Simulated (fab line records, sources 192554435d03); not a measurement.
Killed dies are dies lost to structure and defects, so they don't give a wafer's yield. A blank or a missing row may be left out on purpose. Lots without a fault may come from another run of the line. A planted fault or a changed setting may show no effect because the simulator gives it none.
Problem report in the 8D (eight disciplines) form, filled by code | flow n5_finfet | the parts of the form that need people (team, actions taken, sign-off) are left out

1. THE PROBLEM
trench_depth_nm at N5_BEOL_M7_OCD_MEAS_38 reads a mean of 0.2 nm on 9 wafers of 3 lots; wafers without a fault read 93.0 nm with a standard deviation of 2.2. That is -42 standard deviations from the usual mean.
First seen on wafer L670.3, day 11 17:52, on ocd-01. The record holds 27 wafers of 9 lots with a number at this step. Rule for "out", or "out of limits": more than 4 standard deviations from the usual mean. The other wafers with a number count as sound.

2. WHAT IT IS AND WHAT IT IS NOT
question                    | is                     | is not
which readings at this step | trench_depth_nm        | -
which lots                  | L670, L671, L672       | L660, L669, L679, L680, L681, L683
which wafers of those lots  | all that have a number | -
read on which gauges        | ocd-01                 | ocd-02
when                        | from day 11 17:52      | up to then (6 sound wafers); but 12 sound wafers of L679, L680, L681, L683 came after

3. SUSPECTS, AND WHAT RULES EACH OUT
Counting: a tool at a process step up to the reading stays a suspect if it ran every lot that is out and no sound lot after the first of them.
- the gauge at N5_BEOL_M7_OCD_MEAS_38: ruled out. All the wafers that are out were read on ocd-01, but those of them that N5_PASSIVATION_PROBE_49 has rows for are out there too, on other tools.
- rie_diel-03 at N5_BEOL_M7_TRENCH_ETCH_37 (etches SiCOH lowk in C4F6/O2, target depth 93.478 nm, time 31.2 s): ruled out as a lasting fault. Sound lots L679, L680, L681 ran on it after its first lot that is out, L670 (day 11 17:42).
- rie_diel-03 at N5_BEOL_M7_ETCH_41 (etches SiCN in CH3F/O2, target depth 31.9 nm, time 57.8 s): ruled out as a lasting fault. Sound lots L679, L680, L681 ran on it after its first lot that is out, L670 (day 11 17:52). N5_BEOL_M7_ETCH_41 gives no start for some lots, so the hours and the order of its lots are those of N5_BEOL_M7_OCD_MEAS_38.
Left after counting: nothing in the record.

4. THE CAUSE (what the simulator had put in)
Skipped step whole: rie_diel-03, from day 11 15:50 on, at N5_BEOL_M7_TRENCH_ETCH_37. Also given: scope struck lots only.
Counting ruled it out, wrongly: the rule takes a fault to strike every lot that its tool runs from its start on, and this one did not.

5. THE CHAIN OF EFFECTS, in route order
Each row: a reading whose mean over the struck wafers that have a number lies more than 3 standard deviations from the usual. Only readings for which the record gives a usual standard deviation are gone through. hours: the time from each lot's start at the first step in this table that gives one to its start at this step, as a median over the lots. sigmas: the change in usual standard deviations.
hours | step                    | reading              | usual   | on struck wafers | change | sigmas
0     | N5_BEOL_M7_OCD_MEAS_38  | trench_depth_nm      | 93.0 nm | 0.2              | -92.8  | -42
79    | N5_PASSIVATION_PROBE_49 | defect_limited_yield | 91.5 %  | 0.0              | -91.5  | -65
79    | N5_PASSIVATION_PROBE_49 | killed_at_M4_up      | 12      | 1083             | +1071  | +99 or more
79    | N5_PASSIVATION_PROBE_49 | killed_dies          | 100     | 1180             | +1080  | +64
79    | N5_PASSIVATION_PROBE_49 | killed_on_rim        | 13      | 152              | +139   | +36
79    | N5_PASSIVATION_PROBE_49 | sort_bin_5_function  | 5.0 %   | 96.1             | +91.1  | +96
79    | N5_PASSIVATION_PROBE_49 | sort_n_pass          | 1079    | 0                | -1079  | -63
79    | N5_PASSIVATION_PROBE_49 | sort_yield_pct       | 91.4 %  | 0.0              | -91.4  | -61
The process steps in it:
- N5_PASSIVATION_PROBE_49
Readings that are blank on the struck wafers while sound wafers have them: C4F6_flow_sccm at N5_BEOL_M7_TRENCH_ETCH_37; O2_flow_sccm at N5_BEOL_M7_TRENCH_ETCH_37; drypump_motor_current_A at N5_BEOL_M7_TRENCH_ETCH_37; oes_product_au at N5_BEOL_M7_TRENCH_ETCH_37; rf_vpp_V at N5_BEOL_M7_TRENCH_ETCH_37; showerhead_plenum_p_Torr at N5_BEOL_M7_TRENCH_ETCH_37; throttle_valve_pct at N5_BEOL_M7_TRENCH_ETCH_37.

6. WHAT WOULD HAVE CAUGHT IT SOONER
In this record the first reading out of limits at a measuring or inspecting step was taken at day 11 17:52, 2 hours after the fault began at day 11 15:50.
At N5_BEOL_M7_TRENCH_ETCH_37 the tool's readings are blank on the struck wafers, where sound wafers have them: an empty tool record is the first sign, and it was there at once.
